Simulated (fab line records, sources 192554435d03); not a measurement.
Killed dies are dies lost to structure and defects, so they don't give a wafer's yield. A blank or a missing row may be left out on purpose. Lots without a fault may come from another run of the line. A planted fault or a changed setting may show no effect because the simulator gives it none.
fab line records | flow n5_finfet
record lots=5 wafers=15 last_day=18
route steps=1938 shown BEOL_M11@1578 PASSIVATION@1936
lots that met no fault: from a run of the same line without faults
start_h: hours from the record's first day to the start of the lot's first wafer shown | wait_h: hours since the lot's step before | " the same as in the row above | L1.1+2: a row that stands for several wafers | - no value, or no start given | * or withheld: withheld | < > ~ a bound
route shown NAME@n: a module of which the file shows steps, and the number in the route of the first | usual: mean/standard deviation of fault-free wafers | same: alike in all rows | chamber/n: place in a boat | sites: the reading at each site | _std_site: their standard deviation | _edge_site: outer sites' mean less inner sites' | radius_mm: how far each site lies from the wafer's centre | mask NAME#n: copy n | behind: the tool/chamber that last shaped the wafer | hold: why the lot was held/for how many hours/how that ended | device: the transistor (n, p or np) that didn't switch | end of line: the same wafers' tests at the end of the route | a step without rows: its recipe alone | killed: dies lost to structure and defects at the first sort, not the wafer's yield | map: a wafer's dies, x killed, . not, _ none there
set.NAME: the setting as run; set.NAME@STEP: as run at that earlier step | model.NAME: the simulator's own value behind a step, which no gauge read
lots at some steps of the route; a table a step, a row a wafer
services: from which hour (start_h, from the record's first day; less than 0 if before it) a tool's chamber was out of use, for how many hours, and why
## steps
# step N5_BEOL_M11_TRENCH_ETCH_37
# recipe chemistry=C4F6/O2 target_depth_a=1488.3 target=SiCOH_lowk time_s=48 ion_energy_ev=250 pressure_mtorr=30 source_w=345 bias_w=185 Ar_flow_sccm=300 C4F6_flow_sccm=10 O2_flow_sccm=10
# usual O2_flow_sccm=10.00/0.033 drypump_motor_current_A=5.6/0.36 oes_product_au=0.79/0.083 rf_vpp_V=677/20 showerhead_plenum_p_Torr=2.85/0.087 throttle_valve_pct=20.96/0.18
# columns lot.wafer tool chamber start_h wait_h O2_flow_sccm drypump_motor_current_A oes_product_au rf_hours_counter_h rf_vpp_V showerhead_plenum_p_Torr throttle_valve_pct
L751.1 rie_diel-04 1 - - 10.02 5.0 0.66 246 701 2.79 21.15
L751.2 " 3 " " 10.00 5.4 0.70 215 654 2.94 21.04
L751.5 " 0 " " 10.03 5.7 0.84 - 688 2.80 20.95
L752.1 rie_diel-02 2 - - 10.00 5.8 0.89 32 655 2.81 20.70
L752.2 " 3 " " 10.05 5.7 0.86 60 667 2.97 21.03
L752.6 " 3 " " 10.04 5.7 0.86 - 666 2.97 21.00
L765.1 rie_diel-04 3 - - 9.97 5.4 0.69 239 655 2.93 21.08
L765.4 " 2 " " 10.07 5.7 0.69 205 654 2.71 20.89
L765.6 " 3 " " 10.02 5.4 0.69 - 655 2.93 21.08
L773.2 rie_diel-06 0 - - 10.01 5.6 0.71 212 656 2.95 21.15
L773.4 " 3 " " 9.94 5.2 0.79 94 704 2.99 20.77
L773.5 " 1 " " 10.01 5.5 0.79 - 672 2.76 21.29
L772.1 rie_diel-06 3 - - 9.96 5.2 0.79 94 704 2.99 20.76
L772.5 " 0 " " 9.97 5.6 0.70 - 656 2.95 21.16
L772.6 " 3 " " 9.97 5.2 0.80 - 703 2.99 20.76
# step N5_BEOL_M11_ETCH_41
# recipe chemistry=CH3F/O2 target=SiCN target_depth_a=426 taper_deg=2 time_s=86 ion_energy_ev=120 mask_material=TiN pressure_mtorr=30 source_w=395 bias_w=75 Ar_flow_sccm=150 CH3F_flow_sccm=30 O2_flow_sccm=20
# step N5_BEOL_M11_STRIP_77
# recipe chemistry=N2/H2 time_s=10 power_w=450 temp_c=40 pressure_mtorr=20 rf_frequency_hz=6e+07 bias_power_w=7 n2_flow_sccm=200 h2_flow_sccm=200
# step N5_BEOL_M11_OCD_MEAS_38
# usual trench_depth_nm=149/3.3
# columns lot.wafer tool chamber start_h wait_h trench_depth_nm
L751.1 ocd-02 - 235.07 - 140
L751.2 " - " " 146
L751.5 " - " " 145
L752.1 ocd-02 - 246.01 - 148
L752.2 " - " " 150
L752.6 " - " " 149
L765.1 ocd-01 - 324.03 - 150
L765.4 " - " " 145
L765.6 " - " " 149
L773.2 ocd-01 - 382.73 - 152
L773.4 " - " " 147
L773.5 " - " " 154
L772.1 ocd-02 - 383.19 - 147
L772.5 " - " " 152
L772.6 " - " " 149
# step N5_BEOL_M11_HM_STRIP_39
# recipe chemistry=peroxide_tin_strip material=TiN target_depth_a=250 temp_c=50 time_s=158
# step N5_BEOL_M11_SRD_40
# recipe time_s=30 temp_c=23 rinse_liquid=diw dry=ipa_marangoni
# step N5_BEOL_M11_PRECLEAN_42
# recipe chemistry=residue_remover time_s=60 temp_c=40
# step N5_BEOL_M11_SRD_43
# recipe time_s=30 temp_c=23 rinse_liquid=diw dry=ipa_marangoni
# step N5_BEOL_M11_CD_MEAS_35
# recipe target_cd_nm=70 polarity=opening
# usual cd_nm=69.6/0.92
# columns lot.wafer tool chamber start_h wait_h cd_nm
L751.1 cd_sem-01 - 235.23 0.0 68.6
L751.2 " - " " 70.7
L751.5 " - " " 69.0
L752.1 cd_sem-02 - 246.16 0.0 67.2
L752.2 " - " " 69.8
L752.6 " - " " 70.0
L765.1 cd_sem-01 - 324.19 0.0 71.1
L765.4 " - " " 71.1
L765.6 " - " " 70.0
L773.2 cd_sem-02 - 382.88 0.0 70.6
L773.4 " - " " 70.7
L773.5 " - " " 69.3
L772.1 cd_sem-01 - 383.35 0.0 70.2
L772.5 " - " " 70.1
L772.6 " - " " 69.5
# step N5_BEOL_M11_CURE_72
# recipe temp_c=370 time_s=120 ambient=DMADMS/He material=SiCOH_lowk
# usual lamp_power_pct=52.31/0.059 wafer_temp_C_max=372.0/0.68
# columns lot.wafer tool chamber start_h wait_h lamp_power_pct wafer_temp_C_max
L751.1 uv_cure-03 1 235.27 0.0 52.31 370.9
L751.2 " 1 " " 52.31 370.8
L751.5 " 1 " " 52.30 370.9
L752.1 uv_cure-01 0 246.21 0.0 52.40 371.3
L752.2 " 0 " " 52.32 371.5
L752.6 " 0 " " 52.34 372.3
L765.1 uv_cure-03 0 324.23 0.0 52.25 372.6
L765.4 " 0 " " 52.27 372.5
L765.6 " 0 " " 52.27 372.9
L773.2 uv_cure-01 0 383.02 0.1 52.27 372.0
L773.4 " 0 " " 52.38 372.4
L773.5 " 0 " " 52.26 371.7
L772.1 uv_cure-02 1 383.53 0.2 52.41 370.8
L772.5 " 1 " " 52.34 371.6
L772.6 " 1 " " 52.37 371.5
# step N5_BEOL_M11_DEGAS_44
# recipe ambient=vacuum temp_c=250 time_s=60
# usual heater_power_w=330/29
# columns lot.wafer tool chamber start_h wait_h heater_power_w
L751.1 pvd_sputter-02 - 236.04 0.7 272
L751.2 " - " " 320
L751.5 " - " " 332
L752.1 pvd_sputter-01 - 246.93 0.7 348
L752.2 " - " " 293
L752.6 " - " " 287
L765.1 pvd_sputter-01 - 324.84 0.6 326
L765.4 " - " " 365
L765.6 " - " " 367
L773.2 pvd_sputter-03 - 383.60 0.5 379
L773.4 " - " " 316
L773.5 " - " " 276
L772.1 pvd_sputter-01 - 384.07 0.5 342
L772.5 " - " " 352
L772.6 " - " " 296
# step N5_BEOL_M11_PRE_CLEAN_45
# recipe gas=H2/He time_s=30 temp_c=250
# usual heater_power_w=330/29
# columns lot.wafer tool chamber start_h wait_h heater_power_w
L751.1 pvd_sputter-02 - 236.08 0.0 275
L751.2 " - " " 317
L751.5 " - " " 343
L752.1 pvd_sputter-01 - 246.97 0.0 340
L752.2 " - " " 297
L752.6 " - " " 283
L765.1 pvd_sputter-01 - 324.88 0.0 319
L765.4 " - " " 377
L765.6 " - " " 380
L773.2 pvd_sputter-03 - 383.64 0.0 379
L773.4 " - " " 316
L773.5 " - " " 274
L772.1 pvd_sputter-01 - 384.11 0.0 349
L772.5 " - " " 338
L772.6 " - " " 288
# step N5_BEOL_M11_ALD_74
# recipe material=TaN target_thk_a=20 temp_c=275 ald_precursor_family=PDMAT ald_co_reactant=NH3 pressure_torr=3 carrier_flow_sccm=1500 pulse_time_s=2 purge_time_s=3 co_reactant_purge_time_s=2 co_reactant_pulse_time_s=3 ald_cycles=40 precursor_vessel_temp_c=75 precursor_vessel_pressure_torr=26.25 precursor_vessel_carrier_sccm=1000
# usual ald_cycles=40/0 heater_power_w=423/76 mfc_carrier_sccm=1500/4.3 precursor_vessel_pressure_torr=26.25/0.056
# same pulse_time_s=2
# columns lot.wafer tool chamber start_h wait_h ald_cycles heater_power_w mfc_carrier_sccm precursor_vessel_pressure_torr
L751.1 ald_metal-03 0 236.14 0.0 40 322 1504 26.24
L751.2 " 2 " " 40 372 1505 26.21
L751.5 " 2 " " 40 379 1508 26.21
L752.1 ald_metal-03 2 247.05 0.1 40 383 1498 26.16
L752.2 " 0 " " 40 329 1500 26.34
L752.6 " 2 " " 40 374 1501 26.23
L765.1 ald_metal-03 2 324.94 0.0 40 380 1507 26.24
L765.4 " 0 " " 45 340 1503 26.22
L765.6 " 3 " " 40 470 1498 26.12
L773.2 ald_metal-01 2 383.75 0.1 40 460 1507 26.23
L773.4 " 0 " " 40 346 1493 26.17
L773.5 " 2 " " 40 454 1503 26.19
L772.1 ald_metal-04 3 384.18 0.0 40 538 1501 26.32
L772.5 " 3 " " 40 545 1497 26.28
L772.6 " 0 " " 40 318 1502 26.21
# step N5_BEOL_M11_SURFACE_TREAT_76
# recipe gas=Ar time_s=* ion_energy_ev=* ion_current_ma_cm2=0.5 pressure_mtorr=* ar_flow_sccm=30
# usual throttle_valve_pct=*
# columns lot.wafer tool chamber start_h wait_h throttle_valve_pct
L751.1 pvd_sputter-02 - 236.46 0.2 *
L751.2 " - " " *
L751.5 " - " " *
L752.1 pvd_sputter-01 - 247.35 0.2 *
L752.2 " - " " *
L752.6 " - " " *
L765.1 pvd_sputter-01 - 325.28 0.2 *
L765.4 " - " " *
L765.6 " - " " *
L773.2 pvd_sputter-01 - 384.15 0.3 *
L773.4 " - " " *
L773.5 " - " " *
L772.1 pvd_sputter-02 - 384.51 0.2 *
L772.5 " - " " *
L772.6 " - " " *
# step N5_PASSIVATION_PROBE_49
# usual defect_limited_yield=91.0/1.4 killed_at_M0_to_M3=35/10 killed_at_M4_up=14/5.5 killed_at_contacts=13/5.6 killed_at_front_end=41/11 killed_at_other=4/3.4 killed_dies=106/16 killed_open=68/12 killed_short=35/7.3 sort_bin_4_leakage=0.3/2.1 sort_bin_5_function=5.3/0.89 sort_bin_6_memory=3.4/0.67 sort_n_pass=1070/28 sort_yield_pct=90.7/2.4
# same gross_dies=1180 killed_at_back_side=0 sort_bin_8_speed[%]=0
# columns lot.wafer tool chamber start_h wait_h defect_limited_yield[%] killed_at_M0_to_M3 killed_at_M4_up killed_at_contacts killed_at_front_end killed_at_other killed_dies killed_open killed_short sort_bin_4_leakage[%] sort_bin_5_function[%] sort_bin_6_memory[%] sort_n_pass sort_yield_pct[%]
L751.1 prober-01 - 278.73 0.0 90.3 35 13 21 42 3 114 72 40 0 5.9 3.6 1066 90.3
L751.2 prober-01 - 278.78 0.1 91.7 36 8 8 39 7 98 70 27 0 4.2 4.2 1082 91.7
L751.5 prober-01 - 278.93 0.2 92.4 40 13 8 21 8 90 70 18 0 4.6 2.6 1090 92.4
# killed by level:class
L751.1 MOL_CONTACT_COAG:geometric_particle:open=18 BEOL_M2:geometric_particle:open=11 GATE_CUT:geometric_particle:short=9 FIN_SAQP:geometric_particle:open=7 FIN_SAQP:geometric_particle:short=6 BEOL_M1:geometric_particle:open=6 STI_FIN_REVEAL:geometric_particle:open=4 GATE_CUT:geometric_particle:open=4
L751.2 FIN_SAQP:geometric_particle:open=11 BEOL_M1:geometric_particle:open=8 STI_FIN_REVEAL:geometric_particle:open=7 MOL_CONTACT_COAG:geometric_particle:open=7 BEOL_M0_SAQP:geometric_particle:open=7 GATE_CUT:geometric_particle:short=6 BEOL_M2:geometric_particle:open=5 GATE_CUT:geometric_particle:open=4
L751.5 BEOL_M3:geometric_particle:open=13 BEOL_M2:geometric_particle:open=9 MOL_CONTACT_COAG:geometric_particle:open=8 BEOL_M1:geometric_particle:open=7 BEOL_M5:geometric_particle:open=6 GATE_CUT:geometric_particle:short=5 GATE_CUT:geometric_particle:open=4 BEOL_M0:geometric_particle:open=4
## services
# columns tool chamber start_h hours kind
rie_diel-04 0 222.79 11.3 repair
uv_cure-03 - 225.12 2.8 pm
rie_diel-04 2 228.08 2.4 repair
rie_diel-02 0 234.65 - clean
rie_diel-02 0 234.65 - consumable_replace:focus_ring
rie_diel-02 0 234.65 19.3 scheduled_down
rie_diel-02 0 234.65 19.3 vent_cycle
uv_cure-03 - 247.76 1.0 pm
rie_diel-04 1 249.86 - clean
rie_diel-04 1 249.86 - consumable_replace:focus_ring
rie_diel-04 1 249.86 12.2 scheduled_down
rie_diel-04 1 249.86 12.2 vent_cycle
rie_diel-06 2 299.45 8.1 repair
uv_cure-01 - 315.48 1.0 pm
pvd_sputter-03 - 316.53 4.6 repair
uv_cure-01 - 331.95 24.9 pm
rie_diel-06 0 337.05 4.8 repair
rie_diel-02 1 338.56 - clean
pvd_sputter-02 - 361.06 3.8 repair
rie_diel-04 3 361.23 - clean
rie_diel-04 3 361.23 - consumable_replace:focus_ring
rie_diel-04 3 361.23 19.9 scheduled_down
rie_diel-04 3 361.23 19.9 vent_cycle
uv_cure-03 - 373.91 22.2 pm
## key
first_sign step=N5_BEOL_M11_ALD_74 reading=ald_cycles direction=up sigmas=99+ usual=* struck=*
effect none on later readings
met_at N5_BEOL_M11_ALD_74
struck_wafers L765.4
onset_between 247.05 324.94
fault kind=process_parameter_drift tool=ald_metal-03 chamber=- onset_h=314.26 steps=N5_BEOL_M11_ALD_74 channel=ald_cycles offset=* shape=step end_h=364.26 scope=struck_wafers_only acts_in=* stated=*
